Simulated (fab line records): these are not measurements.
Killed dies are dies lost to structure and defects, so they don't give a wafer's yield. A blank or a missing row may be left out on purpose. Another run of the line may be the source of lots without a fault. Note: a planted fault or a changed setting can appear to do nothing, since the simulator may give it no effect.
Tool commonality check + flow n5Finfet + 10 lots, 28 wafers sampled

REASON IT WAS OPENED
On 2 of the 10 lots, a flag is raised at N5_BEOL_M11_CD_MEAS_28 on the reading cdNm. No-fault wafers: 69.8 nm, standard deviation 1.2.
Rule: a lot is flagged when every wafer of it that has a number lies more than 4 standard deviations from that mean, or none has a number. The other lots count as sound.

| lot  | measured     | on       | cdNm (nm), wafer by wafer | flag    |
|------|--------------|----------|---------------------------|---------|
| L990 | day 10 15:42 | cdSem-01 | 68.3 68.8 67.2            |         |
| L997 | day 12 06:24 | cdSem-02 | 68.7 68.1 68.7            |         |
| L996 | day 12 23:11 | cdSem-03 | 69.9 70.7                 |         |
| L999 | day 13 02:09 | cdSem-02 | 70.6 70.5 70.6            |         |
| L102 | day 13 10:54 | cdSem-01 | 68.4 69.1 68.3            |         |
| L106 | day 14 07:34 | cdSem-01 | 100.3 98.6 97.7           | FLAGGED |
| L108 | day 14 17:34 | cdSem-02 | 91.6 93.8 91.9            | FLAGGED |
| L109 | day 15 04:33 | cdSem-01 | 69.2 69.6 68.6            |         |
| L112 | day 16 04:33 | cdSem-02 | 69.1 70.3 69.9            |         |
| L113 | day 17 01:33 | cdSem-03 | 69.3 71.4                 |         |
The mean of the flagged lots' numbers is 95.7 nm, +25.9 nm from the usual (+22 standard deviations).

TOOL THAT RAN EACH LOT
Before the reading, the record contains 2 process steps out of a 1938-step route. In each cell: the tool, then ch and the chambers that the sampled wafers went through, then the start.
| lot  | flag    | N5_BEOL_M11_DESCUM_16             | N5_BEOL_M11_EXPOSE_25             |
|------|---------|-----------------------------------|-----------------------------------|
| L990 |         | rieDiel-06 ch 1,2,3, day 10 14:19 | arfiScanner-02 ch 0, day 10 15:35 |
| L997 |         | rieDiel-06 ch 2,3, day 12 05:00   | arfiScanner-03 ch 0, day 12 06:17 |
| L996 |         | rieDiel-06 ch 2,3, day 12 21:50   | arfiScanner-03 ch 0, day 12 23:04 |
| L999 |         | rieDiel-05 ch 0,1,2, day 13 01:13 | arfiScanner-02 ch 0, day 13 02:01 |
| L102 |         | rieDiel-01 ch 0,2,3, day 13 08:40 | arfiScanner-02 ch 0, day 13 10:46 |
| L106 | FLAGGED | rieDiel-05 ch 0,1,2, day 14 06:50 | arfiScanner-02 ch 0, day 14 07:26 |
| L108 | FLAGGED | rieDiel-05 ch 0,3, day 14 16:48   | arfiScanner-02 ch 0, day 14 17:28 |
| L109 |         | rieDiel-05 ch 1,2, day 15 02:35   | arfiScanner-01 ch 0, day 15 04:25 |
| L112 |         | rieDiel-05 ch 0,1, day 16 02:03   | arfiScanner-01 ch 0, day 16 04:25 |
| L113 |         | rieDiel-05 ch 1,2, day 17 00:41   | arfiScanner-03 ch 0, day 17 01:25 |
What is done by these steps:
- N5_BEOL_M11_DESCUM_16: chemistry O2, time 7.9 s.
- N5_BEOL_M11_EXPOSE_25: exposes mask V10.
- N5_BEOL_M11_CD_MEAS_28: target cd 70 nm.

FLAGGED AGAINST TOTAL, ONE TOOL AT A TIME (gauges that did the reading follow at the end)
| step                   | tool           | lots run | flagged | share of the flagged lots | sound lots run after its first flagged lot |
|------------------------|----------------|----------|---------|---------------------------|--------------------------------------------|
| N5_BEOL_M11_DESCUM_16  | rieDiel-01     | 1        | 0       | none                      | -                                          |
| N5_BEOL_M11_DESCUM_16  | rieDiel-05     | 6        | 2       | all                       | 3 (L109,L112,L113)                         |
| N5_BEOL_M11_DESCUM_16  | rieDiel-06     | 3        | 0       | none                      | -                                          |
| N5_BEOL_M11_EXPOSE_25  | arfiScanner-01 | 2        | 0       | none                      | -                                          |
| N5_BEOL_M11_EXPOSE_25  | arfiScanner-02 | 5        | 2       | all                       | 0                                          |
| N5_BEOL_M11_EXPOSE_25  | arfiScanner-03 | 3        | 0       | none                      | -                                          |
| N5_BEOL_M11_CD_MEAS_28 | cdSem-01       | 4        | 1       | some                      | 1 (L109)                                   |
| N5_BEOL_M11_CD_MEAS_28 | cdSem-02       | 4        | 1       | some                      | 1 (L112)                                   |
| N5_BEOL_M11_CD_MEAS_28 | cdSem-03       | 2        | 0       | none                      | -                                          |

THE TABLE: WHAT IT ALLOWS
In 2 table rows, all flagged lots were run: rieDiel-05 (N5_BEOL_M11_DESCUM_16), arfiScanner-02 (N5_BEOL_M11_EXPOSE_25).
- rieDiel-05 at N5_BEOL_M11_DESCUM_16: 2 of its 6 lots flagged. Lots that were sound ran on it after the first flagged one (L109, L112, L113); a persistent fault on the entire tool would not allow that.
- arfiScanner-02 at N5_BEOL_M11_EXPOSE_25: 2 of its 5 lots flagged. It ran its last sound lot, L102, at day 13 10:46 and its first flagged lot, L106, at day 14 07:26: a fault with its onset between the two fits. Its own readings lie more than 4 standard deviations out on every wafer of the flagged lots: exposureDoseMJCm2.
One tool is left: arfiScanner-02 at N5_BEOL_M11_EXPOSE_25.

WHAT THE SIMULATOR HAD PUT IN
Process parameter drift: arfiScanner-02, from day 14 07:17 on, at N5_BEOL_M11_EXPOSE_25. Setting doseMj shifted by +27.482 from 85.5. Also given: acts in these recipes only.
Struck lots among those shown: L106, L108. The rule above found the same.
